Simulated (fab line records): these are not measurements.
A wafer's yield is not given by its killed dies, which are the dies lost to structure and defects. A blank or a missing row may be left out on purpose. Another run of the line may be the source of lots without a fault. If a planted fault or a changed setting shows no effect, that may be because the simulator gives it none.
Chamber matching + flow nand harc + NHARC_P_M2_DESCUM_14 on rie diel-07: 4 sister chambers
The step chemistry O2, time 3 s. 14 wafers are shown with their chamber, then 7 later ones without.

WAFERS PAIRED WITH THEIR CHAMBERS
| wafer  | chamber | oes product au (a.u.) | rf vpp V (V) | throttle valve pct (%) |
|--------|---------|-----------------------|--------------|------------------------|
| L353.2 | 0       | 0.990                 | 57.8         | 11.305                 |
| L353.3 | 2       | 0.990                 | 57.9         | 11.327                 |
| L353.6 | 3       | 1.000                 | 58.9         | 11.304                 |
| L355.2 | 0       | 0.979                 | 58.4         | 11.308                 |
| L355.5 | 3       | 1.005                 | 57.6         | 11.321                 |
| L355.6 | 2       | 0.992                 | 60.6         | 11.322                 |
| L362.2 | 0       | 0.999                 | 56.5         | 11.316                 |
| L362.3 | 2       | 0.985                 | 57.8         | 11.315                 |
| L362.4 | 1       | 0.988                 | 56.7         | 11.308                 |
| L361.2 | 0       | 0.991                 | 57.0         | 11.289                 |
| L361.4 | 2       | 0.988                 | 59.4         | 11.326                 |
| L361.6 | 2       | 0.991                 | 58.9         | 11.326                 |
| L368.2 | 0       | 1.005                 | 58.6         | 11.312                 |
| L368.3 | 2       | 0.996                 | 60.7         | 11.296                 |

SIGNATURES (averages over the wafers above)
| reading            | chamber 0 | chamber 1 | chamber 2 | chamber 3 | scatter within a chamber |
|--------------------|-----------|-----------|-----------|-----------|--------------------------|
| oes product au     | 0.99280   | 0.98800   | 0.99033   | 1.00250   | 0.00686                  |
| rf vpp V           | 57.660    | 56.700    | 59.217    | 58.250    | 1.1                      |
| throttle valve pct | 11.30600  | 11.30800  | 11.31867  | 11.31250  | 0.0114                   |
Rule: a wafer's distance from a chamber is the root of the sum, over the readings, of the square of ((its reading less the chamber's mean) divided by the reading's scatter). If the next closest chamber is less than 2 further off than the closest, the wafer can't be placed; otherwise it belongs to the closest. The scatter: take each reading less its chamber's mean, square it, sum over the shown wafers, divide by the number of wafers less the number of chambers, and take the root.

WAFERS MISSING THEIR CHAMBER
| wafer  | oes product au (a.u.) | rf vpp V (V) | throttle valve pct (%) |
|--------|-----------------------|--------------|------------------------|
| L368.5 | 0.996                 | 57.3         | 11.314                 |
| L374.3 | 1.006                 | 57.1         | 11.293                 |
| L374.5 | 1.006                 | 57.2         | 11.311                 |
| L374.6 | 1.007                 | 57.0         | 11.329                 |
| L376.2 | 1.001                 | 57.0         | 11.314                 |
| L376.3 | 0.999                 | 58.1         | 11.299                 |
| L376.5 | 1.000                 | 57.5         | 11.308                 |

WHICH CHAMBER EACH WENT THROUGH
| wafer  | from the rows above               | in truth |
|--------|-----------------------------------|----------|
| L368.5 | can't be placed: 0 or 3 or 1 or 2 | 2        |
| L374.3 | can't be placed: 3 or 0 or 1 or 2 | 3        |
| L374.5 | can't be placed: 3 or 0 or 1 or 2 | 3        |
| L374.6 | can't be placed: 3 or 0 or 2 or 1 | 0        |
| L376.2 | can't be placed: 3 or 0 or 1 or 2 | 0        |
| L376.3 | can't be placed: 0 or 3 or 1 or 2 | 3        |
| L376.5 | can't be placed: 3 or 0 or 1 or 2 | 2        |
Placed correctly: 0 of 7. Unplaceable from these rows: 7, with the true chamber sitting among the candidates in 7. Placed wrongly: 0.
